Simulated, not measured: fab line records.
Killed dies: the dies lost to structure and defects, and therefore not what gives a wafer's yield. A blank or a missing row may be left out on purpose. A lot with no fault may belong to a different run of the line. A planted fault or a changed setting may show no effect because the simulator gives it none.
A struck lot beside a sound one | flow n5_finfet | 15 out of 1938 route steps
Sound: the wafers L412.1, L412.4, L412.5. The struck wafers were L404.2, L404.3, L404.5. The cause is named last.
For every step that has rows: the tool of each side, followed by ch and its chambers, followed by its first start. Under that, the readings that differ: sound wafers | struck wafers | difference of the means | sigmas: that difference in standard deviations of wafers without a fault.
alike: readings with means less than 2 such deviations apart, plus words and numbers identical on both sides. not compared: withheld readings, readings lacking a value on some wafer, bounds such as >300 that could conceal the same value, and numbers that have no deviation in the record and whose values overlap.
The two part at a step that has a row with sigmas, a row that says differs or no value, or rows on one side only. When numbers do not overlap yet have no deviation, they are printed without sigmas and do not part them. A reading that every wafer of one side lacks parts them only if that side has two wafers or more.

first, 11 steps without rows for these wafers: N5_BEOL_M0_SAQP_STRIP_80 (strips in N2/H2); N5_BEOL_M0_SAQP_HM_OPEN_112 (chemistry CHF3/O2, target SiO2, stops on a-Si, target depth 12 nm, time 13.5 s); N5_BEOL_M0_SAQP_STRIP_113 (strips in CHF3/O2); N5_BEOL_M0_SAQP_MANDREL_ETCH_20 (etches a-Si in HBr/Cl2, stops on SiNx, target depth 60 nm, bt time 10 s, time 30 s); N5_BEOL_M0_SAQP_STRIP_86 (strips in N2/H2); N5_BEOL_M0_SAQP_STRIP_115 (strips in post etch residue remover, time 60 s); N5_BEOL_M0_SAQP_SRD_93 (time 30 s); N5_BEOL_M0_SAQP_RECESS_114 (chemistry HF/NH3, target SiO2, target depth 14.4 nm, afs cycles 3, sublimation time 60 s); N5_BEOL_M0_SAQP_SPACER1_ALD_98 (deposits SiO2, target thk 12.8 nm, pulse time 1 s, purge time 2 s); N5_BEOL_M0_SAQP_SPACER1_ETCHBACK_99 (etches SiO2 in CHF3/O2, target depth 15.4 nm, time 7.7 s); N5_BEOL_M0_SAQP_MANDREL1_REMOVE_100 (chemistry HBr/Cl2/O2, target a-Si, stops on SiNx, bt time 10 s).
N5_BEOL_M0_SAQP_ETCH_101: etches SiNx in CH3F/O2, target depth 29.9 nm, time 42.7 s.
  sound on rie_diel-05 ch 1,2,3, day 11 08:22; struck on rie_diel-05 ch 2,3, day 9 07:22
  no value came back on the struck wafers for any of 8 readings (CH3F_flow_sccm (sccm), O2_flow_sccm (sccm) and others); on the sound wafers CH3F_flow_sccm (sccm) reads 30.06 29.91 30.00
  not compared: rf_hours_counter_h
then, 1 step without rows for these wafers: N5_BEOL_M0_SAQP_ETCH_102 (etches SiO2 in CF4, target depth 4 nm, time 4.4 s).
N5_BEOL_M4_RC_MEAS_101:
  the record has rows for the sound wafers here (prober-02 ch 0, day 14 02:05) and none for the struck ones
-- the record jumps here: 7 days lie between the struck wafers' starts before and after (it left off in module BEOL_M4 and takes up again in module PASSIVATION, whose first step shown is number 1936 of the route) --
N5_PASSIVATION_PROBE_49:
  the record has rows for the struck wafers here (prober-01, day 16 14:19) and none for the sound ones

== WHERE THEY PART ==
At N5_BEOL_M0_SAQP_ETCH_101 first; at N5_PASSIVATION_PROBE_49 last (within this record only).

WHY: what had been put in by the simulator
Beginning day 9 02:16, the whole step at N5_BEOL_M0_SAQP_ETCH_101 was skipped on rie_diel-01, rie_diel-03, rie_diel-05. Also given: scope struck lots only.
